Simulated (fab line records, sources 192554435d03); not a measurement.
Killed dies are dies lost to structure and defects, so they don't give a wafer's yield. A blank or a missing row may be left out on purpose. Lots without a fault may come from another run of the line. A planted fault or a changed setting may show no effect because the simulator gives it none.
Which tool did it? | flow n5_finfet | 24 lots, 72 wafers sampled, at 6 steps of a route of 1938

WHAT THE GAUGES READ, wafer by wafer
The record holds no reading of a measuring or inspecting step that can be judged against a usual standard deviation.

WHICH TOOL RAN EACH LOT (tool, then ch and the chambers of the sampled wafers, then the start)
lot  | N5_BEOL_M3_SPUTTER_81        | N5_BEOL_M3_ANNEAL_87         | N5_BEOL_M3_ANNEAL_91         | N5_BEOL_M3_ANNEAL_93         | N5_BEOL_M3_DEP_57               | N5_BEOL_M4_ETCH_69
L074 | pvd_sputter-03, day 7 08:28  | pvd_sputter-03, day 7 08:46  | pvd_sputter-03, day 7 09:12  | pvd_sputter-03, day 7 09:25  | pecvd-03 ch 0,2, day 7 10:47    | rie_diel-06 ch 0,1,2, day 7 15:35
L076 | pvd_sputter-03, day 7 13:31  | pvd_sputter-03, day 7 13:49  | pvd_sputter-03, day 7 14:16  | pvd_sputter-03, day 7 14:29  | pecvd-02 ch 0,1, day 7 15:49    | rie_diel-06 ch 0,3, day 7 18:47
L075 | pvd_sputter-02, day 7 16:04  | pvd_sputter-02, day 7 16:22  | pvd_sputter-02, day 7 16:48  | pvd_sputter-02, day 7 17:01  | pecvd-02 ch 0,2, day 7 18:25    | rie_diel-06 ch 0,1,3, day 7 21:55
L077 | pvd_sputter-02, day 7 20:36  | pvd_sputter-02, day 7 20:54  | pvd_sputter-02, day 7 21:20  | pvd_sputter-02, day 7 21:34  | pecvd-02 ch 0,1, day 7 23:01    | rie_diel-06 ch 0,1,3, day 8 02:09
L078 | pvd_sputter-01, day 8 01:53  | pvd_sputter-01, day 8 02:11  | pvd_sputter-01, day 8 02:37  | pvd_sputter-01, day 8 02:50  | pecvd-03 ch 0,1, day 8 04:11    | rie_diel-01 ch 2,3, day 8 06:32
L079 | pvd_sputter-02, day 8 10:51  | pvd_sputter-02, day 8 11:09  | pvd_sputter-02, day 8 11:35  | pvd_sputter-02, day 8 11:49  | pecvd-03 ch 0,1,2, day 8 13:09  | rie_diel-06 ch 0,2,3, day 8 15:17
L080 | pvd_sputter-01, day 9 00:25  | pvd_sputter-01, day 9 00:43  | pvd_sputter-01, day 9 01:10  | pvd_sputter-01, day 9 01:23  | pecvd-04 ch 1,2, day 9 02:47    | rie_diel-06 ch 0,3, day 9 05:59
L082 | pvd_sputter-01, day 9 05:47  | pvd_sputter-01, day 9 06:05  | pvd_sputter-01, day 9 06:31  | pvd_sputter-01, day 9 06:44  | pecvd-02 ch 0,1, day 9 08:06    | rie_diel-01 ch 1,2,3, day 9 10:46
L081 | pvd_sputter-02, day 9 06:03  | pvd_sputter-02, day 9 06:21  | pvd_sputter-02, day 9 06:47  | pvd_sputter-02, day 9 07:01  | pecvd-02 ch 0,2, day 9 08:23    | rie_diel-03 ch 0,1,3, day 9 10:59
L083 | pvd_sputter-03, day 9 12:07  | pvd_sputter-03, day 9 12:25  | pvd_sputter-03, day 9 12:52  | pvd_sputter-03, day 9 13:05  | pecvd-03 ch 0,2, day 9 14:25    | rie_diel-06 ch 1,2, day 9 17:44
L084 | pvd_sputter-01, day 10 00:14 | pvd_sputter-01, day 10 00:32 | pvd_sputter-01, day 10 00:59 | pvd_sputter-01, day 10 01:12 | pecvd-04 ch 0,2, day 10 02:32   | rie_diel-06 ch 1,2, day 10 06:01
L085 | pvd_sputter-03, day 10 05:41 | pvd_sputter-03, day 10 05:59 | pvd_sputter-03, day 10 06:26 | pvd_sputter-03, day 10 06:39 | pecvd-04 ch 1,2, day 10 08:12   | rie_diel-01 ch 1,2,3, day 10 11:32
L086 | pvd_sputter-03, day 10 08:27 | pvd_sputter-03, day 10 08:45 | pvd_sputter-03, day 10 09:11 | pvd_sputter-03, day 10 09:25 | pecvd-02 ch 0,1, day 10 11:07   | rie_diel-01 ch 0,1,3, day 10 14:58
L087 | pvd_sputter-01, day 10 11:47 | pvd_sputter-01, day 10 12:05 | pvd_sputter-01, day 10 12:31 | pvd_sputter-01, day 10 12:44 | pecvd-04 ch 0,1, day 10 14:05   | rie_diel-01 ch 2,3, day 10 20:19
L088 | pvd_sputter-03, day 10 14:44 | pvd_sputter-03, day 10 15:02 | pvd_sputter-03, day 10 15:28 | pvd_sputter-03, day 10 15:41 | pecvd-04 ch 1,2, day 10 17:02   | rie_diel-06 ch 0,2,3, day 10 20:29
L089 | pvd_sputter-02, day 10 23:34 | pvd_sputter-02, day 10 23:52 | pvd_sputter-02, day 11 00:19 | pvd_sputter-02, day 11 00:32 | pecvd-04 ch 0,1, day 11 01:52   | rie_diel-01 ch 1,2,3, day 11 04:31
L090 | pvd_sputter-03, day 11 04:37 | pvd_sputter-03, day 11 04:55 | pvd_sputter-03, day 11 05:22 | pvd_sputter-03, day 11 05:35 | pecvd-02 ch 0,1, day 11 06:55   | rie_diel-03 ch 0,1,2, day 11 09:47
L091 | pvd_sputter-03, day 11 22:26 | pvd_sputter-03, day 11 22:44 | pvd_sputter-03, day 11 23:11 | pvd_sputter-03, day 11 23:24 | pecvd-02 ch 0,1, day 12 00:49   | rie_diel-01 ch 1,2,3, day 12 03:38
L092 | pvd_sputter-03, day 12 00:17 | pvd_sputter-03, day 12 00:35 | pvd_sputter-03, day 12 01:01 | pvd_sputter-03, day 12 01:14 | pecvd-03 ch 0,1,2, day 12 02:35 | rie_diel-06 ch 0,1,2, day 12 04:44
L093 | pvd_sputter-03, day 12 03:45 | pvd_sputter-03, day 12 04:03 | pvd_sputter-03, day 12 04:29 | pvd_sputter-03, day 12 04:43 | pecvd-03 ch 0,2, day 12 06:03   | rie_diel-06 ch 0,1, day 12 08:05
L095 | pvd_sputter-03, day 12 07:26 | pvd_sputter-03, day 12 07:44 | pvd_sputter-03, day 12 08:10 | pvd_sputter-03, day 12 08:23 | pecvd-03 ch 0,2, day 12 09:44   | rie_diel-03 ch 0,1,2, day 12 12:48
L096 | pvd_sputter-03, day 12 13:20 | pvd_sputter-03, day 12 13:38 | pvd_sputter-03, day 12 14:04 | pvd_sputter-03, day 12 14:17 | pecvd-03 ch 1,2, day 12 15:39   | rie_diel-03 ch 0,2,3, day 12 17:47
L094 | pvd_sputter-03, day 12 15:10 | pvd_sputter-03, day 12 15:28 | pvd_sputter-03, day 12 15:55 | pvd_sputter-03, day 12 16:08 | pecvd-02 ch 0,2, day 12 17:29   | rie_diel-06 ch 0,1,3, day 12 20:35
L097 | pvd_sputter-03, day 13 05:56 | pvd_sputter-03, day 13 06:14 | pvd_sputter-03, day 13 06:40 | pvd_sputter-03, day 13 06:53 | pecvd-04 ch 1,2, day 13 08:14   | rie_diel-03 ch 0,1,2, day 13 11:14
- N5_BEOL_M3_SPUTTER_81: material Cu, target thk 4.5 nm, time 8.29 s.
- N5_BEOL_M3_ANNEAL_87: time 240 s.
- N5_BEOL_M3_ANNEAL_91: time 240 s.
- N5_BEOL_M3_ANNEAL_93: time 240 s.
- N5_BEOL_M3_DEP_57: deposits SiCN from 3MS/NH3, target thk 8 nm, time 14 s.
- N5_BEOL_M4_ETCH_69: etches SiARC in CF4, target depth 15.6 nm, time 26 s.

WHAT THE TOOLS THEMSELVES READ (means of the sampled wafers that have a number; where no wafer has one, the mark that the record gives instead)
N5_BEOL_M3_SPUTTER_81. Usual: throttle_valve_pct 30.0 %, standard deviation 1.1.
lot  | tool           | throttle_valve_pct (%) | flag
L074 | pvd_sputter-03 | 30.3                   |
L076 | pvd_sputter-03 | 30.3                   |
L075 | pvd_sputter-02 | 28.8                   |
L077 | pvd_sputter-02 | 28.7                   |
L078 | pvd_sputter-01 | 29.7                   |
L079 | pvd_sputter-02 | 29.1                   |
L080 | pvd_sputter-01 | 30.5                   |
L082 | pvd_sputter-01 | 30.5                   |
L081 | pvd_sputter-02 | 29.5                   |
L083 | pvd_sputter-03 | 30.1                   |
L084 | pvd_sputter-01 | 30.5                   |
L085 | pvd_sputter-03 | 29.2                   |
L086 | pvd_sputter-03 | 30.3                   |
L087 | pvd_sputter-01 | 30.8                   |
L088 | pvd_sputter-03 | 30.3                   |
L089 | pvd_sputter-02 | 29.2                   |
L090 | pvd_sputter-03 | 28.9                   |
L091 | pvd_sputter-03 | 30.4                   |
L092 | pvd_sputter-03 | 30.3                   |
L093 | pvd_sputter-03 | 29.7                   |
L095 | pvd_sputter-03 | 30.3                   |
L096 | pvd_sputter-03 | 30.3                   |
L094 | pvd_sputter-03 | 29.5                   |
L097 | pvd_sputter-03 | 30.3                   |

N5_BEOL_M3_ANNEAL_87. Usual: heater_power_w 831 W, standard deviation 62; susceptor_temp_C_max 400.8, standard deviation 0.31.
lot  | tool           | heater_power_w (W) | susceptor_temp_C_max | flag
L074 | pvd_sputter-03 | 841                | 401.1                |
L076 | pvd_sputter-03 | 792                | 400.9                |
L075 | pvd_sputter-02 | 818                | 401.0                |
L077 | pvd_sputter-02 | 827                | 401.1                |
L078 | pvd_sputter-01 | 802                | 401.1                |
L079 | pvd_sputter-02 | 860                | 401.0                |
L080 | pvd_sputter-01 | 891                | 400.8                |
L082 | pvd_sputter-01 | 801                | 400.9                |
L081 | pvd_sputter-02 | 876                | 400.7                |
L083 | pvd_sputter-03 | 843                | 400.9                |
L084 | pvd_sputter-01 | 809                | 400.7                |
L085 | pvd_sputter-03 | 792                | 400.9                |
L086 | pvd_sputter-03 | 793                | 400.8                |
L087 | pvd_sputter-01 | 872                | 400.9                |
L088 | pvd_sputter-03 | 850                | 401.1                |
L089 | pvd_sputter-02 | 848                | 401.0                |
L090 | pvd_sputter-03 | 828                | 400.7                |
L091 | pvd_sputter-03 | 785                | 400.8                |
L092 | pvd_sputter-03 | 789                | 400.8                |
L093 | pvd_sputter-03 | 808                | 400.9                |
L095 | pvd_sputter-03 | 793                | 401.0                |
L096 | pvd_sputter-03 | 800                | 400.5                |
L094 | pvd_sputter-03 | 832                | 400.6                |
L097 | pvd_sputter-03 | 853                | 400.9                |

N5_BEOL_M3_ANNEAL_91. Usual: heater_power_w 831 W, standard deviation 61; susceptor_temp_C_max 400.8, standard deviation 0.31.
lot  | tool           | heater_power_w (W) | susceptor_temp_C_max | flag
L074 | pvd_sputter-03 | 846                | 400.6                |
L076 | pvd_sputter-03 | 792                | 400.7                |
L075 | pvd_sputter-02 | 831                | 401.0                |
L077 | pvd_sputter-02 | 833                | 400.8                |
L078 | pvd_sputter-01 | 819                | 401.2                |
L079 | pvd_sputter-02 | 858                | 400.9                |
L080 | pvd_sputter-01 | 865                | 400.8                |
L082 | pvd_sputter-01 | 783                | 400.8                |
L081 | pvd_sputter-02 | 889                | 400.8                |
L083 | pvd_sputter-03 | 844                | 400.7                |
L084 | pvd_sputter-01 | 793                | 400.7                |
L085 | pvd_sputter-03 | 809                | 400.7                |
L086 | pvd_sputter-03 | 794                | 401.0                |
L087 | pvd_sputter-01 | 882                | 400.8                |
L088 | pvd_sputter-03 | 863                | 401.1                |
L089 | pvd_sputter-02 | 842                | 400.8                |
L090 | pvd_sputter-03 | 840                | 400.8                |
L091 | pvd_sputter-03 | 794                | 401.1                |
L092 | pvd_sputter-03 | 786                | 401.1                |
L093 | pvd_sputter-03 | 800                | 400.9                |
L095 | pvd_sputter-03 | 810                | 400.5                |
L096 | pvd_sputter-03 | 802                | 400.8                |
L094 | pvd_sputter-03 | 813                | 401.0                |
L097 | pvd_sputter-03 | 853                | 400.7                |

N5_BEOL_M3_ANNEAL_93. Usual: heater_power_w 831 W, standard deviation 62; susceptor_temp_C_max 400.9, standard deviation 0.32.
lot  | tool           | heater_power_w (W) | susceptor_temp_C_max | flag
L074 | pvd_sputter-03 | 856                | 401.4                |
L076 | pvd_sputter-03 | 783                | 400.6                |
L075 | pvd_sputter-02 | 831                | 401.1                |
L077 | pvd_sputter-02 | 826                | 400.8                |
L078 | pvd_sputter-01 | 823                | 400.7                |
L079 | pvd_sputter-02 | 865                | 400.9                |
L080 | pvd_sputter-01 | 888                | 400.7                |
L082 | pvd_sputter-01 | 796                | 400.8                |
L081 | pvd_sputter-02 | 879                | 400.4                |
L083 | pvd_sputter-03 | 837                | 400.8                |
L084 | pvd_sputter-01 | 805                | 400.8                |
L085 | pvd_sputter-03 | 805                | 400.3                |
L086 | pvd_sputter-03 | 789                | 401.3                |
L087 | pvd_sputter-01 | 868                | 400.9                |
L088 | pvd_sputter-03 | 862                | 401.1                |
L089 | pvd_sputter-02 | 834                | 400.7                |
L090 | pvd_sputter-03 | 845                | 400.8                |
L091 | pvd_sputter-03 | 791                | 400.8                |
L092 | pvd_sputter-03 | 805                | 400.8                |
L093 | pvd_sputter-03 | 806                | 400.9                |
L095 | pvd_sputter-03 | 808                | 401.1                |
L096 | pvd_sputter-03 | 788                | 400.6                |
L094 | pvd_sputter-03 | 819                | 400.9                |
L097 | pvd_sputter-03 | 848                | 401.0                |

N5_BEOL_M3_DEP_57. Usual: rf_fwd_power_W 199.2 W, standard deviation 1.3; showerhead_plenum_p_Torr 3.669 Torr, standard deviation 0.014; throttle_valve_pct 8.9 %, standard deviation 0.36.
lot  | tool     | rf_fwd_power_W (W) | showerhead_plenum_p_Torr (Torr) | throttle_valve_pct (%) | flag
L074 | pecvd-03 | 197.2              | 3.657                           | 8.9                    |
L076 | pecvd-02 | 199.9              | 3.668                           | 8.9                    |
L075 | pecvd-02 | 199.6              | 3.680                           | 8.9                    |
L077 | pecvd-02 | 200.3              | 3.675                           | 8.9                    |
L078 | pecvd-03 | 198.5              | 3.651                           | 8.9                    |
L079 | pecvd-03 | 197.7              | 3.654                           | 8.8                    |
L080 | pecvd-04 | 199.0              | 3.660                           | 8.5                    |
L082 | pecvd-02 | 200.9              | 3.673                           | 9.2                    |
L081 | pecvd-02 | 199.1              | 3.685                           | 8.9                    |
L083 | pecvd-03 | 198.6              | 3.657                           | 8.9                    |
L084 | pecvd-04 | 199.1              | 3.671                           | 9.0                    |
L085 | pecvd-04 | 199.6              | 3.670                           | 8.7                    |
L086 | pecvd-02 | 199.9              | 3.671                           | 8.8                    |
L087 | pecvd-04 | 200.2              | 3.674                           | 9.0                    |
L088 | pecvd-04 | 200.2              | 3.663                           | 8.7                    |
L089 | pecvd-04 | 200.2              | 3.670                           | 9.0                    |
L090 | pecvd-02 | 200.6              | 3.674                           | 9.0                    |
L091 | pecvd-02 | 199.9              | 3.673                           | 9.0                    |
L092 | pecvd-03 | 198.1              | 3.663                           | 9.1                    |
L093 | pecvd-03 | 198.6              | 3.653                           | 9.0                    |
L095 | pecvd-03 | 197.7              | 3.661                           | 8.9                    |
L096 | pecvd-03 | 197.6              | 3.660                           | 9.1                    |
L094 | pecvd-02 | 198.7              | 3.687                           | 8.8                    |
L097 | pecvd-04 | 198.8              | 3.661                           | 8.5                    |

N5_BEOL_M4_ETCH_69. Usual: drypump_motor_current_A 5.7 A, standard deviation 0.43; etch_rf_on_time_s 25.6 s, standard deviation 0.65; oes_product_au 0.72 a.u., standard deviation 0.075; rf_fwd_power_W 531.9 W, standard deviation 1.8; rf_vpp_V 184.5 V, standard deviation 1.1; showerhead_plenum_p_Torr 2.17 Torr, standard deviation 0.057; throttle_valve_pct 15.58 %, standard deviation 0.25.
lot  | tool        | drypump_motor_current_A (A) | etch_rf_on_time_s (s) | oes_product_au (a.u.) | rf_fwd_power_W (W) | rf_vpp_V (V) | showerhead_plenum_p_Torr (Torr) | throttle_valve_pct (%) | flag
L074 | rie_diel-06 | 5.6                         | 25.9                  | 0.68                  | 530.1              | 185.9        | 2.23                            | 15.62                  |
L076 | rie_diel-06 | 5.3                         | 26.0                  | 0.67                  | 533.0              | 184.9        | 2.20                            | 15.75                  |
L075 | rie_diel-06 | 5.6                         | 25.4                  | 0.71                  | 532.5              | 184.7        | 2.21                            | 15.64                  |
L077 | rie_diel-06 | 5.7                         | 25.7                  | 0.70                  | 531.7              | 185.2        | 2.21                            | 15.65                  |
L078 | rie_diel-01 | 5.3                         | 25.4                  | 0.61                  | 531.8              | 184.6        | 2.11                            | 15.84                  |
L079 | rie_diel-06 | 5.5                         | 26.1                  | 0.63                  | 532.1              | 183.8        | 2.19                            | 15.87                  |
L080 | rie_diel-06 | 5.5                         | 25.6                  | 0.65                  | 531.0              | 183.9        | 2.16                            | 15.89                  |
L082 | rie_diel-01 | 5.7                         | 25.9                  | 0.64                  | 532.3              | 184.6        | 2.13                            | 15.65                  |
L081 | rie_diel-03 | 5.9                         | 25.2                  | 0.77                  | 531.6              | 184.0        | 2.13                            | 15.46                  |
L083 | rie_diel-06 | 5.7                         | 25.6                  | 0.82                  | 530.8              | 186.0        | 2.22                            | 15.38                  |
L084 | rie_diel-06 | 5.9                         | 25.5                  | 0.77                  | 531.1              | 185.0        | 2.24                            | 15.37                  |
L085 | rie_diel-01 | 5.7                         | 25.5                  | 0.72                  | 532.1              | 183.8        | 2.12                            | 15.50                  |
L086 | rie_diel-01 | 6.2                         | 25.4                  | 0.70                  | 532.3              | 183.5        | 2.15                            | 15.50                  |
L087 | rie_diel-01 | 5.4                         | 25.1                  | 0.75                  | 533.3              | 183.6        | 2.11                            | 15.54                  |
L088 | rie_diel-06 | 5.4                         | 25.5                  | 0.71                  | 530.4              | 183.8        | 2.18                            | 15.71                  |
L089 | rie_diel-01 | 5.7                         | 25.6                  | 0.71                  | 530.8              | 184.7        | 2.12                            | 15.50                  |
L090 | rie_diel-03 | 5.8                         | 26.1                  | 0.73                  | 531.1              | 183.9        | 2.14                            | 15.61                  |
L091 | rie_diel-01 | 5.7                         | 25.1                  | 0.78                  | 532.1              | 183.1        | 2.12                            | 15.37                  |
L092 | rie_diel-06 | 5.6                         | 26.0                  | 0.72                  | 530.1              | 185.0        | 2.22                            | 15.51                  |
L093 | rie_diel-06 | 5.4                         | 26.1                  | 0.67                  | 531.2              | 185.3        | 2.23                            | 15.62                  |
L095 | rie_diel-03 | 5.8                         | 26.4                  | 0.72                  | 530.3              | 185.4        | 2.14                            | 15.62                  |
L096 | rie_diel-03 | 5.6                         | 25.8                  | 0.74                  | 534.1              | 184.1        | 2.14                            | 15.50                  |
L094 | rie_diel-06 | 5.6                         | 25.9                  | 0.66                  | 531.8              | 185.0        | 2.20                            | 15.73                  |
L097 | rie_diel-03 | 5.7                         | 26.2                  | 0.71                  | 531.9              | 183.6        | 2.14                            | 15.64                  |

THE ANSWER, worked out from the rows above alone
Rule: a lot is off if the mean of its wafers that have a number lies more than 3 standard deviations from the usual mean. A lot without any number at a reading at which 4 lots or more have one is off too. The other lots that the step has rows for count as sound. The gauges are gone through in route order, then the tools' own readings, and for those a lot's mean is taken as printed above. The first step at which some lot is off is used, and at that step the reading that is off furthest; a lot without a number counts as furthest.
No lot is off at any reading shown: from this, nothing can be told.

WHAT THE SIMULATOR HAD PUT IN
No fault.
